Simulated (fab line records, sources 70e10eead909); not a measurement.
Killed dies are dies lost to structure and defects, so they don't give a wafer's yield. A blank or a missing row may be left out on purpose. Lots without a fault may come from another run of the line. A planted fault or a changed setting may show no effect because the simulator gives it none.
fab line records | flow nand_harc
record lots=7 wafers=21 last_day=34
route steps=1302 shown A_CONTACT@1035 END@1302
lots that met no fault: from a run of the same line without faults
start_h: hours from the record's first day to the start of the lot's first wafer shown | wait_h: hours since the lot's step before | " the same as in the row above | L1.1+2: a row that stands for several wafers | - no value, or no start given | * or withheld: withheld | < > ~ a bound
route shown NAME@n: a module of which the file shows steps, and the number in the route of the first | usual: mean/standard deviation of fault-free wafers | same: alike in all rows | chamber/n: place in a boat | sites: the reading at each site | _std_site: their standard deviation | _edge_site: outer sites' mean less inner sites' | radius_mm: how far each site lies from the wafer's centre | mask NAME#n: copy n | behind: the tool/chamber that last shaped the wafer | hold: why the lot was held/for how many hours/how that ended | device: the transistor (n, p or np) that didn't switch | end of line: the same wafers' tests at the end of the route | a step without rows: its recipe alone | killed: dies lost to structure and defects at the first sort, not the wafer's yield | map: a wafer's dies, x killed, . not, _ none there
set.NAME: the setting as run; set.NAME@STEP: as run at that earlier step | model.NAME: the simulator's own value behind a step, which no gauge read
lots at some steps of the route; a table a step, a row a wafer
services: from which hour (start_h, from the record's first day; less than 0 if before it) a tool's chamber was out of use, for how many hours, and why
## steps
# step NHARC_A_CONTACT_EBR_65
# step NHARC_A_CONTACT_EXPOSE_66
# recipe na=1.35 sigma_outer=0.8 dose_mj=59.02 mask_id=A_CC_2
# step NHARC_A_CONTACT_PEB_67
# recipe peb_temp_c=100 peb_time_s=65
# step NHARC_A_CONTACT_DEVELOP_68
# recipe develop_time_s=35 dev_temp_c=23
# step NHARC_A_CONTACT_CD_MEAS_69
# recipe target_cd_nm=300 landing_energy_ev=500
# usual cd_nm=300.1/0.44
# columns lot.wafer tool chamber start_h wait_h cd_nm
L393.1 cd_sem-01 0 522.34 - 299.7
L393.4 " 0 " " 299.8
L393.5 " 0 " " 299.4
L401.3 cd_sem-03 0 596.26 - 300.3
L401.4 " 0 " " 300.5
L401.6 " 0 " " 299.6
L404.1 cd_sem-01 0 623.32 - 299.9
L404.5 " 0 " " 299.4
L404.6 " 0 " " 300.1
L408.3 cd_sem-01 0 662.61 - 300.6
L408.4 " 0 " " 300.5
L408.5 " 0 " " 300.7
L406.1 cd_sem-01 0 662.96 - 300.3
L406.2 " 0 " " 300.4
L406.5 " 0 " " 300.2
L414.1 cd_sem-03 0 738.57 - 299.9
L414.3 " 0 " " 299.1
L414.4 " 0 " " 299.8
L413.3 cd_sem-03 0 743.84 - 300.4
L413.5 " 0 " " 300.1
L413.6 " 0 " " 300.6
# step NHARC_A_CONTACT_OVL_MEAS_70
# usual overlay_x_nm=-0.2/0.66 overlay_y_nm=0.0/0.88
# columns lot.wafer tool chamber start_h wait_h overlay_x_nm overlay_y_nm
L393.1 overlay-01 - 522.43 - 0.7 1.5
L393.4 " - " " 0.1 1.9
L393.5 " - " " 0.0 1.2
L401.3 overlay-02 - 596.34 - -0.6 0.3
L401.4 " - " " -0.8 0.3
L401.6 " - " " -0.8 0.2
L404.1 overlay-02 - 623.41 - 0.2 0.0
L404.5 " - " " -0.4 0.1
L404.6 " - " " 0.5 0.5
L408.3 overlay-02 - 662.69 - 0.2 0.7
L408.4 " - " " 0.3 0.4
L408.5 " - " " -0.2 0.1
L406.1 overlay-02 - 663.05 - -0.7 -0.1
L406.2 " - " " -1.0 -1.0
L406.5 " - " " -0.7 -0.4
L414.1 overlay-01 - 738.65 - -0.1 -1.2
L414.3 " - " " -0.4 -1.9
L414.4 " - " " 0.0 -1.2
L413.3 overlay-02 - 743.93 - 0.5 0.6
L413.5 " - " " 0.5 0.9
L413.6 " - " " 0.9 0.4
# step NHARC_A_CONTACT_INSPECT_71
# usual raw_defect_count=88/35
# columns lot.wafer tool chamber start_h wait_h raw_defect_count
L393.1 defect_inspect-01 - 522.46 0.0 71
L393.4 " - " " 71
L393.5 " - " " 64
L401.3 defect_inspect-01 - 596.38 0.0 34
L401.4 " - " " 33
L401.6 " - " " 34
L404.1 defect_inspect-01 - 623.44 0.0 116
L404.5 " - " " 137
L404.6 " - " " 129
L408.3 defect_inspect-01 - 662.73 0.0 96
L408.4 " - " " 107
L408.5 " - " " 94
L406.1 defect_inspect-01 - 663.08 0.0 90
L406.2 " - " " 68
L406.5 " - " " 100
L414.1 defect_inspect-01 - 738.69 0.0 60
L414.3 " - " " 51
L414.4 " - " " 66
L413.3 defect_inspect-01 - 743.97 0.0 47
L413.5 " - " " 51
L413.6 " - " " 50
# step NHARC_A_CONTACT_DESCUM_74
# recipe time_s=3 o2_flow_sccm=200 ar_flow_sccm=0 bias_power_w=0 chemistry=O2
# usual drypump_motor_current_A=5.9/0.31 oes_product_au=1.002/0.008 rf_vpp_V=57.6/0.95 showerhead_plenum_p_Torr=1.90/0.079 throttle_valve_pct=11.313/0.0077
# columns lot.wafer tool chamber start_h wait_h drypump_motor_current_A oes_product_au rf_hours_counter_h rf_vpp_V showerhead_plenum_p_Torr throttle_valve_pct
L393.1 rie_diel-06 3 522.53 0.1 5.3 1.024 7 57.4 1.83 11.318
L393.4 " 0 " " 6.5 1.022 9 57.6 1.96 11.311
L393.5 " 0 " " 6.5 1.018 - 57.7 1.96 11.294
L401.4 rie_diel-04 1 596.44 0.1 5.7 0.993 6 59.1 1.94 11.324
L401.3 " 0 " " 5.8 0.993 7 57.6 1.84 11.321
L401.6 " 2 " " 6.2 0.989 - 58.9 1.80 11.315
L404.1 rie_diel-06 3 623.51 0.1 5.4 1.015 34 57.6 1.82 11.319
L404.6 " 2 " " 5.3 1.013 - 58.5 1.81 11.315
L404.5 " 3 " " 5.4 1.010 - 57.7 1.82 11.319
L408.3 rie_diel-04 1 662.81 0.1 5.7 0.999 18 58.2 1.94 11.299
L408.4 " 2 " " 6.2 0.989 12 57.3 1.79 11.314
L408.5 " 3 " " 5.7 0.993 - 58.5 1.96 11.297
L406.1 rie_diel-04 1 663.18 0.1 5.7 0.996 18 57.2 1.93 11.308
L406.2 " 0 " " 5.8 1.019 18 56.8 1.84 11.315
L406.5 " 1 " " 5.7 1.001 - 58.3 1.93 11.322
L414.4 rie_diel-13 2 738.75 0.1 6.2 0.996 9 56.9 1.94 11.309
L414.1 " 3 " " 6.3 1.005 10 57.7 1.95 11.310
L414.3 " 0 " " 5.4 1.005 8 56.6 2.03 11.311
L413.3 rie_diel-04 2 744.03 0.1 6.2 1.006 2 58.0 1.79 11.306
L413.6 " 2 " " 6.2 1.006 - 56.7 1.79 11.313
L413.5 " 3 " " 5.8 1.000 - 58.0 1.96 11.311
# step NHARC_A_CONTACT_ETCH_75
# recipe target_depth_a=390 over_etch_frac=0.3 time_s=65 ion_energy_ev=80 cf4_flow_sccm=150 ar_flow_sccm=0 rf_w=300 bias_w=100 chemistry=CF4
# usual bias_w=100.0/0.3 cf4_flow_sccm=150.0/0.45 drypump_motor_current_A=5.9/0.3 oes_product_au=1.001/0.0071 rf_vpp_V=151.2/1.1 showerhead_plenum_p_Torr=1.76/0.07 throttle_valve_pct=13.283/0.0097
# columns lot.wafer tool chamber start_h wait_h bias_w cf4_flow_sccm drypump_motor_current_A oes_product_au rf_hours_counter_h rf_vpp_V showerhead_plenum_p_Torr throttle_valve_pct
L393.4 rie_diel-06 1 522.62 0.1 100.6 150.6 5.9 0.992 11 153.0 1.90 13.288
L393.1 " 3 " " 99.8 150.7 5.4 1.020 7 151.1 1.69 13.279
L393.5 " 1 " " 100.0 150.3 5.9 0.990 - 153.1 1.91 13.278
L401.4 rie_diel-04 3 596.52 0.1 99.9 149.0 5.8 0.990 6 152.1 1.81 13.286
L401.3 " 2 " " 99.8 150.6 6.2 1.004 5 150.6 1.67 13.293
L401.6 " 3 " " 99.4 149.8 5.8 1.005 - 151.4 1.81 13.276
L404.1 rie_diel-06 0 623.59 0.1 100.4 150.0 6.5 1.010 35 151.5 1.80 13.278
L404.5 " 0 " " 100.3 150.2 6.5 1.012 - 150.8 1.80 13.284
L404.6 " 1 " " 99.8 150.0 5.9 1.002 - 152.9 1.90 13.291
L408.4 rie_diel-04 2 662.88 0.1 99.4 150.0 6.2 0.989 12 149.2 1.67 13.283
L408.3 " 0 " " 99.8 150.2 5.8 1.011 18 151.6 1.71 13.272
L408.5 " 3 " " 100.2 149.7 5.8 1.006 - 151.5 1.81 13.302
L406.1 rie_diel-04 1 663.27 0.1 100.6 150.6 5.7 0.999 18 151.6 1.79 13.266
L406.2 " 3 " " 99.5 150.3 5.8 1.003 17 151.6 1.81 13.281
L406.5 " 1 " " 100.4 150.0 5.7 1.006 - 152.8 1.79 13.288
L414.1 rie_diel-13 3 738.84 0.1 100.0 150.0 6.3 0.995 10 152.1 1.80 13.290
L414.4 " 0 " " 99.9 149.7 5.4 1.002 8 152.3 1.87 13.291
L414.3 " 1 " " 100.5 150.4 5.6 0.984 7 150.8 1.69 13.274
L413.3 rie_diel-04 1 744.13 0.1 100.3 149.0 5.7 1.001 1 152.7 1.78 13.291
L413.6 " 2 " " 100.1 150.3 6.2 1.020 - 150.6 1.66 13.283
L413.5 " 3 " " 100.4 149.7 5.8 1.011 - 152.0 1.81 13.299
# step NHARC_A_CONTACT_ETCH_76
# recipe target_depth_a=2600 over_etch_frac=0.3 time_s=475.3 ion_energy_ev=200 n2_flow_sccm=150 h2_flow_sccm=150 ar_flow_sccm=0 rf_w=400 bias_w=150 chemistry=N2/H2
# usual bias_w=150.0/0.47 chamber_pressure_mTorr=29.999/0.026 drypump_motor_current_A=5.9/0.3 oes_product_au=1.002/0.0085 rf_vpp_V=430.3/2.7 showerhead_plenum_p_Torr=2.03/0.09 throttle_valve_pct=14.172/0.0095
# columns lot.wafer tool chamber start_h wait_h bias_w chamber_pressure_mTorr drypump_motor_current_A oes_product_au rf_hours_counter_h rf_vpp_V showerhead_plenum_p_Torr throttle_valve_pct
L393.1 rie_diel-06 2 - - 149.8 30.014 5.3 1.023 12 429.1 1.93 14.173
L393.4 " 3 " " 150.8 30.010 5.3 1.020 7 426.8 1.94 14.173
L393.5 " 1 " " 148.9 29.982 5.9 1.008 - 435.9 2.21 14.183
L401.3 rie_diel-04 2 - - 150.3 29.955 6.2 1.005 5 427.1 1.91 14.175
L401.4 " 0 " " 150.4 30.019 5.8 0.989 7 427.9 1.96 14.172
L401.6 " 2 " " 150.2 29.951 6.2 1.002 - 427.0 1.91 14.165
L404.1 rie_diel-06 0 - - 150.1 30.047 6.5 1.009 35 431.8 2.08 14.163
L404.6 " 0 " " 150.3 30.023 6.5 1.016 - 432.4 2.08 14.173
L404.5 " 1 " " 150.2 30.000 5.9 1.003 - 433.9 2.20 14.188
L408.4 rie_diel-04 1 - - 149.4 29.992 5.7 1.004 18 431.5 2.06 14.177
L408.3 " 0 " " 150.3 29.963 5.8 0.988 18 429.2 1.96 14.165
L408.5 " 2 " " 150.5 29.989 6.2 0.997 - 426.2 1.91 14.176
L406.2 rie_diel-04 1 - - 150.5 30.006 5.7 1.005 18 431.7 2.06 14.180
L406.1 " 2 " " 150.2 29.991 6.2 1.000 13 425.7 1.91 14.148
L406.5 " 0 " " 150.1 29.972 5.8 1.003 - 430.2 1.96 14.168
L414.3 rie_diel-13 0 - - 149.6 30.009 5.4 1.005 8 434.4 2.17 14.165
L414.4 " 1 " " 150.1 29.972 5.7 0.993 7 427.5 1.93 14.167
L414.1 " 2 " " 149.4 30.023 6.3 0.998 9 431.4 2.06 14.185
L413.3 rie_diel-04 2 - - 148.7 30.002 6.2 1.000 2 426.4 1.91 14.162
L413.6 " 0 " " 149.9 30.001 5.8 1.003 - 428.0 1.96 14.182
L413.5 " 1 " " 149.8 29.969 5.7 0.985 - 431.2 2.06 14.172
# step NHARC_A_CONTACT_ETCH_77
# recipe target_depth_a=1089 time_s=54.5 cf4_flow_sccm=100 chf3_flow_sccm=30 ar_flow_sccm=0 rf_w=500 bias_w=200 chemistry=CF4/CHF3
# usual bias_w=200.0/0.61 cf4_flow_sccm=100.1/0.34 chf3_flow_sccm=29.99/0.091 drypump_motor_current_A=5.9/0.3 oes_product_au=0.937/0.022 rf_vpp_V=370.2/2.2 showerhead_plenum_p_Torr=1.56/0.063 throttle_valve_pct=16.803/0.009
# columns lot.wafer tool chamber start_h wait_h bias_w cf4_flow_sccm chf3_flow_sccm drypump_motor_current_A oes_product_au rf_hours_counter_h rf_vpp_V showerhead_plenum_p_Torr throttle_valve_pct
L393.4 rie_diel-06 1 - - 200.1 99.9 30.04 5.9 0.931 12 374.3 1.70 16.810
L393.1 " 2 " " 200.3 100.1 29.93 5.3 0.937 12 367.6 1.50 16.797
L393.5 " 1 " " 200.5 100.5 30.01 5.9 0.937 - 375.1 1.70 16.798
L401.3 rie_diel-04 1 - - 200.4 99.7 29.90 5.7 0.913 6 371.8 1.59 16.804
L401.4 " 0 " " 199.8 100.6 30.07 5.8 0.930 7 368.9 1.52 16.809
L401.6 " 2 " " 200.9 100.2 29.91 6.2 0.928 - 368.4 1.48 16.808
L404.1 rie_diel-06 0 - - 198.8 99.8 29.90 6.5 0.927 36 372.0 1.61 16.794
L404.5 " 1 " " 200.4 100.1 29.97 5.9 0.931 - 374.3 1.69 16.803
L404.6 " 2 " " 200.0 100.1 29.86 5.3 0.933 - 368.6 1.49 16.817
L408.4 rie_diel-04 2 - - 200.0 99.9 29.88 6.2 0.916 13 367.3 1.48 16.787
L408.3 " 0 " " 200.4 100.0 30.14 5.8 0.927 18 368.3 1.52 16.800
L408.5 " 2 " " 200.9 99.3 29.94 6.2 0.921 - 365.4 1.48 16.801
L406.1 rie_diel-04 3 - - 200.2 99.8 29.99 5.8 0.921 18 368.9 1.61 16.791
L406.2 " 0 " " 199.5 99.2 29.98 5.8 0.939 19 368.8 1.52 16.799
L406.5 " 1 " " 199.5 100.3 29.97 5.7 0.922 - 371.3 1.59 16.806
L414.3 rie_diel-13 1 - - 199.2 100.4 29.95 5.6 0.977 7 368.1 1.50 16.813
L414.4 " 2 " " 199.2 99.5 30.02 6.2 0.954 9 370.6 1.59 16.818
L414.1 " 3 " " 200.4 100.3 29.97 6.3 0.959 10 370.8 1.60 16.801
L413.3 rie_diel-04 2 - - 200.1 100.1 30.13 6.2 0.932 2 366.6 1.48 16.797
L413.5 " 0 " " 199.8 99.7 29.96 5.8 0.919 - 369.4 1.51 16.808
L413.6 " 1 " " 199.0 100.2 29.84 5.7 0.919 - 371.1 1.59 16.801
# step NHARC_A_CONTACT_ETCH_78
# recipe target_depth_a=53000 over_etch_frac=0.3 time_s=1378 ion_energy_ev=150 o2_flow_sccm=400 cos_flow_sccm=20 ar_flow_sccm=0 rf_w=500 bias_w=300 chemistry=O2/COS
# usual bias_w=300.2/0.75 chamber_pressure_mTorr=20.000/0.016 cos_flow_sccm=20.01/0.059 drypump_motor_current_A=5.9/0.3 oes_product_au=1.000/0.008 rf_vpp_V=313.9/2 showerhead_plenum_p_Torr=3.11/0.12 throttle_valve_pct=28.330/0.0091
# columns lot.wafer tool chamber start_h wait_h bias_w chamber_pressure_mTorr cos_flow_sccm drypump_motor_current_A oes_product_au rf_hours_counter_h rf_vpp_V showerhead_plenum_p_Torr throttle_valve_pct
L393.1 rie_diel-06 2 - - 299.1 19.985 20.07 5.3 1.011 12 310.9 2.97 28.320
L393.4 " 1 " " 301.0 19.989 20.06 5.9 0.998 12 318.8 3.37 28.323
L393.5 " 2 " " 300.5 20.016 19.99 5.3 1.010 - 311.7 2.97 28.344
L401.3 rie_diel-04 2 - - 300.1 19.975 19.98 6.2 0.998 6 312.6 2.94 28.327
L401.4 " 1 " " 300.5 20.021 20.08 5.7 0.989 6 316.0 3.16 28.345
L401.6 " 2 " " 300.4 20.041 19.94 6.2 1.000 - 311.1 2.94 28.346
L404.1 rie_diel-06 0 - - 300.4 20.022 19.99 6.5 1.009 36 315.5 3.18 28.341
L404.5 " 0 " " 299.6 19.996 20.02 6.5 1.015 - 313.7 3.18 28.328
L404.6 " 1 " " 300.8 19.997 19.94 5.9 1.011 - 317.6 3.35 28.327
L408.3 rie_diel-04 1 - - 299.9 19.997 20.05 5.7 0.994 19 313.6 3.15 28.325
L408.4 " 3 " " 300.9 19.989 19.91 5.8 0.997 18 315.2 3.19 28.326
L408.5 " 2 " " 300.4 20.002 20.02 6.2 1.000 - 312.6 2.94 28.333
L406.2 rie_diel-04 0 - - 301.4 20.032 19.97 5.9 1.001 19 310.5 3.01 28.327
L406.1 " 2 " " 300.9 19.972 19.94 6.3 0.994 14 311.4 2.94 28.331
L406.5 " 0 " " 299.8 19.993 19.96 5.8 1.005 - 312.2 3.01 28.336
L414.1 rie_diel-13 0 - - 300.4 19.992 19.94 5.5 0.993 9 316.6 3.31 28.342
L414.4 " 1 " " 300.2 19.981 20.04 5.6 0.988 8 313.9 2.97 28.341
L414.3 " 2 " " 299.7 19.989 20.09 6.2 0.988 9 314.8 3.16 28.338
L413.3 rie_diel-04 0 - - 300.8 19.995 20.08 5.8 0.996 2 311.6 3.00 28.318
L413.6 " 1 " " 301.2 19.994 20.08 5.7 0.995 - 313.3 3.15 28.338
L413.5 " 2 " " 301.0 19.970 20.00 6.2 1.007 - 312.0 2.93 28.326
# step NHARC_A_CONTACT_ETCH_124
# recipe source_w=withheld pressure_mtorr=20 bias_v=withheld time_s=140 target_depth_a=7000 ar_flow_sccm=withheld c4f8_flow_sccm=withheld o2_flow_sccm=withheld chemistry=C4F8/O2/Ar
# usual chamber_pressure_mTorr=19.999/0.016 oes_air_line_au=1.001/0.019
# columns lot.wafer tool chamber start_h wait_h chamber_pressure_mTorr oes_air_line_au rf_hours_counter_h
L393.1 har_cap_etch-02 0 524.17 - 19.972 1.016 83
L393.4 " 0 " " 19.991 1.016 -
L393.5 " 0 " " 20.019 1.015 -
L401.3 har_cap_etch-03 0 598.04 - 19.992 0.977 -
L401.4 " 1 " " 20.004 1.000 -
L401.6 " 1 " " 20.000 1.019 -
L404.1 har_cap_etch-03 0 625.08 - - - -
L404.5 " 1 " " - - -
L404.6 " 0 " " - - -
L408.3 har_cap_etch-02 0 664.56 - - - -
L408.4 " 1 " " - - -
L408.5 " 1 " " - - -
L406.1 har_cap_etch-03 1 665.67 - - - -
L406.2 " 0 " " - - -
L406.5 " 1 " " - - -
L414.1 har_cap_etch-02 1 740.30 - 20.007 0.955 120
L414.4 " 1 " " 19.982 0.958 -
L414.3 " 0 " " 19.993 1.024 -
L413.3 har_cap_etch-01 1 745.63 - 20.011 0.979 -
L413.5 " 1 " " 19.956 1.006 -
L413.6 " 0 " " 20.019 0.979 -
# step NHARC_A_CONTACT_ETCH_125
# recipe source_w=withheld pressure_mtorr=20 bias_v=3000 time_s=197 target_depth_a=19180 ar_flow_sccm=withheld c4f8_flow_sccm=withheld o2_flow_sccm=withheld chemistry=C4F8/O2/Ar
# step NHARC_END_SORT_01
# recipe temp_c=25
# usual killed_at_array=58/20 killed_at_other=0.9/1.4 killed_at_periphery=4/3.1 killed_dies=63/20 killed_open=3.3/1.8 killed_short=2.4/1.5
# same gross_dies=677
# columns lot.wafer tool chamber start_h wait_h killed_at_array killed_at_other killed_at_periphery killed_dies killed_open killed_short
L404.1 prober-01 0 687.79 2.5 674 0 3 677 2 0
L404.5 prober-01 0 690.94 3.7 672 0 5 677 3 0
L404.6 prober-01 0 691.73 3.9 673 0 4 677 5 2
L406.1 prober-01 0 722.57 2.4 674 0 3 677 6 3
L406.2 prober-01 0 723.36 2.7 673 1 3 677 1 3
L406.5 prober-01 0 725.73 3.6 675 1 1 677 3 3
L408.3 prober-02 0 724.28 3.1 671 2 4 677 5 1
L408.4 prober-02 0 725.08 3.4 668 1 8 677 5 3
L408.5 prober-02 0 725.89 3.7 672 0 5 677 2 0
# killed by level:class
L404.1 A_CONTACT:area_etch=599 A_CHANNEL_HOLE_D1:chamber_film_flake=33 A_SLIT:chamber_film_flake=23 A_CHANNEL_HOLE_D2:chamber_film_flake=8 A_CONTACT:chamber_film_flake=4 A_CHANNEL_FILL_D2:chamber_film_flake=2 A_STAIRCASE:chamber_film_flake=2 A_DECK1_JOINT:geometric_particle:open=1
L404.5 A_CONTACT:area_etch=589 A_SLIT:chamber_film_flake=33 A_CHANNEL_HOLE_D1:chamber_film_flake=28 A_CHANNEL_HOLE_D2:chamber_film_flake=8 A_WL_FILL:chamber_film_flake=5 P_ZERO_WELL:chamber_film_flake=3 A_STAIRCASE:chamber_film_flake=3 A_CONTACT:chamber_film_flake=2
L404.6 A_CONTACT:area_etch=587 A_CHANNEL_HOLE_D1:chamber_film_flake=31 A_CHANNEL_HOLE_D2:chamber_film_flake=20 A_SLIT:chamber_film_flake=19 A_STAIRCASE:chamber_film_flake=4 A_CONTACT:chamber_film_flake=3 P_BONDPAD:chamber_film_flake=2 A_DECK1_JOINT:chamber_film_flake=2
L406.1 A_CONTACT:area_etch=605 A_CHANNEL_HOLE_D1:chamber_film_flake=34 A_CHANNEL_HOLE_D2:chamber_film_flake=16 A_STAIRCASE:chamber_film_flake=4 A_SLIT:chamber_film_flake=4 A_DECK1_JOINT:geometric_particle:short=3 A_CONTACT:chamber_film_flake=3 P_STI:geometric_particle:open=1
L406.2 A_CONTACT:area_etch=634 A_CHANNEL_HOLE_D1:chamber_film_flake=22 A_CHANNEL_HOLE_D2:chamber_film_flake=11 P_ZERO_WELL:chamber_film_flake=2 P_GATE:geometric_particle:short=1 A_CHANNEL_FILL_D1:geometric_particle:open=1 A_STAIRCASE:geometric_particle:short=1 A_M0:geometric_particle:short=1
L408.3 A_CONTACT:area_etch=603 A_CHANNEL_HOLE_D1:chamber_film_flake=39 A_CHANNEL_HOLE_D2:chamber_film_flake=10 A_CONTACT:chamber_film_flake=5 A_SLIT:chamber_film_flake=4 P_ZERO_WELL:chamber_film_flake=3 A_M1:geometric_particle:open=2 THIN_TSV:chamber_film_flake=2
L408.4 A_CONTACT:area_etch=588 A_CHANNEL_HOLE_D1:chamber_film_flake=34 A_CHANNEL_HOLE_D2:chamber_film_flake=23 P_ZERO_WELL:chamber_film_flake=5 A_DECK1_JOINT:chamber_film_flake=4 A_CHANNEL_FILL_D2:chamber_film_flake=4 A_SLIT:chamber_film_flake=3 P_GATE:chamber_film_flake=2
L406.5 A_CONTACT:area_etch=610 A_CHANNEL_HOLE_D1:chamber_film_flake=36 A_CHANNEL_HOLE_D2:chamber_film_flake=17 A_ONON_D1:geometric_particle:short=2 A_DECK1_JOINT:geometric_particle:open=2 A_SLIT:chamber_film_flake=2 A_DECK1_JOINT:chamber_film_flake=2 A_CONTACT:chamber_film_flake=2
L408.5 A_CONTACT:area_etch=610 A_CHANNEL_HOLE_D1:chamber_film_flake=31 A_CHANNEL_HOLE_D2:chamber_film_flake=12 A_CONTACT:chamber_film_flake=7 A_SLIT:chamber_film_flake=5 A_STAIRCASE:chamber_film_flake=3 P_ZERO_WELL:chamber_film_flake=2 P_GATE:chamber_film_flake=2
# map L404.1 (x killed, . not)
____________x____________
_________xxxxxxx_________
_______xxxxxxxxxxx_______
______xxxxxxxxxxxxx______
_____xxxxxxxxxxxxxxx_____
____xxxxxxxxxxxxxxxxx____
____xxxxxxxxxxxxxxxxx____
___xxxxxxxxxxxxxxxxxxx___
___xxxxxxxxxxxxxxxxxxx___
__xxxxxxxxxxxxxxxxxxxxx__
__xxxxxxxxxxxxxxxxxxxxx__
_xxxxxxxxxxxxxxxxxxxxxxx_
_xxxxxxxxxxxxxxxxxxxxxxx_
_xxxxxxxxxxxxxxxxxxxxxxx_
_xxxxxxxxxxxxxxxxxxxxxxx_
_xxxxxxxxxxxxxxxxxxxxxxx_
xxxxxxxxxxxxxxxxxxxxxxxxx
xxxxxxxxxxxxxxxxxxxxxxxxx
xxxxxxxxxxxxxxxxxxxxxxxxx
xxxxxxxxxxxxxxxxxxxxxxxxx
xxxxxxxxxxxxxxxxxxxxxxxxx
_xxxxxxxxxxxxxxxxxxxxxxx_
_xxxxxxxxxxxxxxxxxxxxxxx_
_xxxxxxxxxxxxxxxxxxxxxxx_
_xxxxxxxxxxxxxxxxxxxxxxx_
_xxxxxxxxxxxxxxxxxxxxxxx_
__xxxxxxxxxxxxxxxxxxxxx__
__xxxxxxxxxxxxxxxxxxxxx__
___xxxxxxxxxxxxxxxxxxx___
___xxxxxxxxxxxxxxxxxxx___
____xxxxxxxxxxxxxxxxx____
____xxxxxxxxxxxxxxxxx____
_____xxxxxxxxxxxxxxx_____
______xxxxxxxxxxxxx______
_______xxxxxxxxxxx_______
_________xxxxxxx_________
____________x____________
# map L406.1 (x killed, . not)
____________x____________
_________xxxxxxx_________
_______xxxxxxxxxxx_______
______xxxxxxxxxxxxx______
_____xxxxxxxxxxxxxxx_____
____xxxxxxxxxxxxxxxxx____
____xxxxxxxxxxxxxxxxx____
___xxxxxxxxxxxxxxxxxxx___
___xxxxxxxxxxxxxxxxxxx___
__xxxxxxxxxxxxxxxxxxxxx__
__xxxxxxxxxxxxxxxxxxxxx__
_xxxxxxxxxxxxxxxxxxxxxxx_
_xxxxxxxxxxxxxxxxxxxxxxx_
_xxxxxxxxxxxxxxxxxxxxxxx_
_xxxxxxxxxxxxxxxxxxxxxxx_
_xxxxxxxxxxxxxxxxxxxxxxx_
xxxxxxxxxxxxxxxxxxxxxxxxx
xxxxxxxxxxxxxxxxxxxxxxxxx
xxxxxxxxxxxxxxxxxxxxxxxxx
xxxxxxxxxxxxxxxxxxxxxxxxx
xxxxxxxxxxxxxxxxxxxxxxxxx
_xxxxxxxxxxxxxxxxxxxxxxx_
_xxxxxxxxxxxxxxxxxxxxxxx_
_xxxxxxxxxxxxxxxxxxxxxxx_
_xxxxxxxxxxxxxxxxxxxxxxx_
_xxxxxxxxxxxxxxxxxxxxxxx_
__xxxxxxxxxxxxxxxxxxxxx__
__xxxxxxxxxxxxxxxxxxxxx__
___xxxxxxxxxxxxxxxxxxx___
___xxxxxxxxxxxxxxxxxxx___
____xxxxxxxxxxxxxxxxx____
____xxxxxxxxxxxxxxxxx____
_____xxxxxxxxxxxxxxx_____
______xxxxxxxxxxxxx______
_______xxxxxxxxxxx_______
_________xxxxxxx_________
____________x____________
## services
# columns tool chamber start_h hours kind
rie_diel-04 0 511.68 - clean
rie_diel-04 1 511.68 - clean
rie_diel-04 2 511.68 - clean
rie_diel-04 3 511.68 - clean
har_cap_etch-01 - 515.96 1.0 repair
rie_diel-13 - 519.00 9.0 pm
har_cap_etch-02 - 519.25 0.3 repair
rie_diel-13 3 528.26 14.9 repair
rie_diel-04 - 532.65 9.0 pm
rie_diel-04 0 532.65 9.0 vent_cycle
rie_diel-04 1 532.65 9.0 vent_cycle
rie_diel-04 2 532.65 9.0 vent_cycle
rie_diel-04 3 532.65 9.0 vent_cycle
rie_diel-04 0 541.65 - clean
har_cap_etch-03 - 543.26 2.5 repair
har_cap_etch-02 - 574.81 0.7 repair
rie_diel-04 2 628.00 28.6 repair
rie_diel-04 3 639.10 1.6 repair
rie_diel-06 0 640.55 9.3 repair
rie_diel-06 - 663.29 9.0 pm
rie_diel-13 - 696.12 9.0 pm
rie_diel-04 - 709.65 9.0 pm
rie_diel-06 1 723.40 11.9 repair
rie_diel-13 - 743.94 0.9 repair
## key
first_sign step=NHARC_A_CONTACT_ETCH_124 reading=tool_record direction=missing
effect step=NHARC_END_SORT_01 reading=killed_at_array direction=up sigmas=31 usual=58 struck=672
more_kills_born_at NHARC_A_CONTACT_ETCH_124@har_cap_etch-03=3624 NHARC_A_CONTACT_ETCH_124@har_cap_etch-02=1801
met_at NHARC_A_CONTACT_ETCH_124
struck_wafers L404.1,L404.5,L404.6,L406.1,L406.2,L406.5,L408.3,L408.4,L408.5
later_rows_left_out L404.1,L404.5,L404.6,L406.1,L406.2,L406.5,L408.3,L408.4,L408.5
tester_left_out L404,L406,L408
onset_between 598.04 625.08
fault kind=skipped_step_whole tool=har_cap_etch-02,har_cap_etch-03 chamber=- onset_h=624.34 steps=NHARC_A_CONTACT_ETCH_124 scope=struck_lots_only
# tester_left_out: of these lots the tester's yield and bins aren't shown, on N5 and GAA mostly nor the transistor test; their killed dies are dies lost to structure and defects alone, not to doping, threshold or leakage, so they don't give the yield
# later_rows_left_out: the simulator's readings of these wafers behind a module that went badly wrong aren't trusted and aren't shown, but for the sort
